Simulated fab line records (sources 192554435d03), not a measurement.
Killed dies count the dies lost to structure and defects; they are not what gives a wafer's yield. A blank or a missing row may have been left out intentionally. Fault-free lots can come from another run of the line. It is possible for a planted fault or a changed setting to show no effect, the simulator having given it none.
Chamber matching / flow n5_finfet / N5_BEOL_M12_VIA_ETCH_16 on rie_diel-02: 4 sister chambers
The step etches SiOC in C4F8/O2/Ar, target depth 724.8 nm. 20 wafers are shown with their chamber, then 10 later ones without.

## WAFERS, EACH WITH ITS CHAMBER
wafer=L075.1; chamber=1; drypump_motor_current_A (A)=4.8; throttle_valve_pct (%)=24.10; oes_product_au (a.u.)=0.61
wafer=L075.2; chamber=2; drypump_motor_current_A (A)=5.6; throttle_valve_pct (%)=24.44; oes_product_au (a.u.)=0.82
wafer=L075.3; chamber=0; drypump_motor_current_A (A)=5.5; throttle_valve_pct (%)=23.82; oes_product_au (a.u.)=0.71
wafer=L081.2; chamber=0; drypump_motor_current_A (A)=5.5; throttle_valve_pct (%)=23.85; oes_product_au (a.u.)=0.69
wafer=L081.3; chamber=2; drypump_motor_current_A (A)=5.7; throttle_valve_pct (%)=24.43; oes_product_au (a.u.)=0.79
wafer=L081.6; chamber=0; drypump_motor_current_A (A)=5.5; throttle_valve_pct (%)=23.83; oes_product_au (a.u.)=0.69
wafer=L086.1; chamber=2; drypump_motor_current_A (A)=5.7; throttle_valve_pct (%)=24.45; oes_product_au (a.u.)=0.79
wafer=L086.3; chamber=3; drypump_motor_current_A (A)=5.9; throttle_valve_pct (%)=24.32; oes_product_au (a.u.)=0.68
wafer=L086.5; chamber=2; drypump_motor_current_A (A)=5.6; throttle_valve_pct (%)=24.49; oes_product_au (a.u.)=0.78
wafer=L084.2; chamber=3; drypump_motor_current_A (A)=5.8; throttle_valve_pct (%)=24.34; oes_product_au (a.u.)=0.68
wafer=L084.5; chamber=1; drypump_motor_current_A (A)=4.8; throttle_valve_pct (%)=23.81; oes_product_au (a.u.)=0.86
wafer=L084.6; chamber=2; drypump_motor_current_A (A)=5.7; throttle_valve_pct (%)=24.45; oes_product_au (a.u.)=0.77
wafer=L087.2; chamber=1; drypump_motor_current_A (A)=4.8; throttle_valve_pct (%)=23.83; oes_product_au (a.u.)=0.87
wafer=L087.4; chamber=2; drypump_motor_current_A (A)=5.6; throttle_valve_pct (%)=24.46; oes_product_au (a.u.)=0.78
wafer=L087.5; chamber=1; drypump_motor_current_A (A)=4.8; throttle_valve_pct (%)=23.79; oes_product_au (a.u.)=0.87
wafer=L090.3; chamber=3; drypump_motor_current_A (A)=5.9; throttle_valve_pct (%)=24.34; oes_product_au (a.u.)=0.68
wafer=L090.5; chamber=0; drypump_motor_current_A (A)=5.5; throttle_valve_pct (%)=23.85; oes_product_au (a.u.)=0.67
wafer=L090.6; chamber=1; drypump_motor_current_A (A)=4.8; throttle_valve_pct (%)=23.82; oes_product_au (a.u.)=0.84
wafer=L093.2; chamber=2; drypump_motor_current_A (A)=5.6; throttle_valve_pct (%)=24.49; oes_product_au (a.u.)=0.76
wafer=L093.3; chamber=1; drypump_motor_current_A (A)=4.8; throttle_valve_pct (%)=23.83; oes_product_au (a.u.)=0.83

SIGNATURES (averages over the wafers above)
reading=drypump_motor_current_A; chamber 0=5.500; chamber 1=4.800; chamber 2=5.643; chamber 3=5.867; scatter within a chamber=0.0386
reading=throttle_valve_pct; chamber 0=23.8375; chamber 1=23.8633; chamber 2=24.4586; chamber 3=24.3333; scatter within a chamber=0.0673
reading=oes_product_au; chamber 0=0.6900; chamber 1=0.8133; chamber 2=0.7843; chamber 3=0.6800; scatter within a chamber=0.058
Rule: distance of a wafer from a chamber = root of the sum over the readings of ((wafer's reading minus chamber's mean) / reading's scatter) squared. If the next closest chamber is less than 2 further off than the closest, the wafer can't be placed; otherwise it belongs to the closest. The scatter: the root of (the sum of the squares of (reading less its chamber's mean) over the shown wafers, divided by (wafers less chambers)).

## WAFERS WHOSE CHAMBER IS MISSING
wafer=L093.4; drypump_motor_current_A (A)=5.6; throttle_valve_pct (%)=24.50; oes_product_au (a.u.)=0.76
wafer=L095.2; drypump_motor_current_A (A)=5.6; throttle_valve_pct (%)=24.50; oes_product_au (a.u.)=0.74
wafer=L095.4; drypump_motor_current_A (A)=4.8; throttle_valve_pct (%)=23.85; oes_product_au (a.u.)=0.82
wafer=L095.6; drypump_motor_current_A (A)=5.9; throttle_valve_pct (%)=24.35; oes_product_au (a.u.)=0.67
wafer=L097.1; drypump_motor_current_A (A)=5.5; throttle_valve_pct (%)=23.88; oes_product_au (a.u.)=0.66
wafer=L097.3; drypump_motor_current_A (A)=5.9; throttle_valve_pct (%)=24.36; oes_product_au (a.u.)=0.66
wafer=L097.5; drypump_motor_current_A (A)=5.9; throttle_valve_pct (%)=24.35; oes_product_au (a.u.)=0.66
wafer=L096.1; drypump_motor_current_A (A)=4.8; throttle_valve_pct (%)=23.85; oes_product_au (a.u.)=0.80
wafer=L096.5; drypump_motor_current_A (A)=5.9; throttle_valve_pct (%)=24.37; oes_product_au (a.u.)=0.66
wafer=L096.6; drypump_motor_current_A (A)=5.6; throttle_valve_pct (%)=24.51; oes_product_au (a.u.)=0.74

## THE CHAMBER EACH PASSED THROUGH
wafer=L093.4; from the rows above=2; in truth=2
wafer=L095.2; from the rows above=2; in truth=2
wafer=L095.4; from the rows above=1; in truth=1
wafer=L095.6; from the rows above=3; in truth=3
wafer=L097.1; from the rows above=0; in truth=0
wafer=L097.3; from the rows above=3; in truth=3
wafer=L097.5; from the rows above=3; in truth=3
wafer=L096.1; from the rows above=1; in truth=1
wafer=L096.5; from the rows above=3; in truth=3
wafer=L096.6; from the rows above=2; in truth=2
Correctly placed: 10 of 10. From these rows, 0 cannot be placed. Wrongly placed: 0.
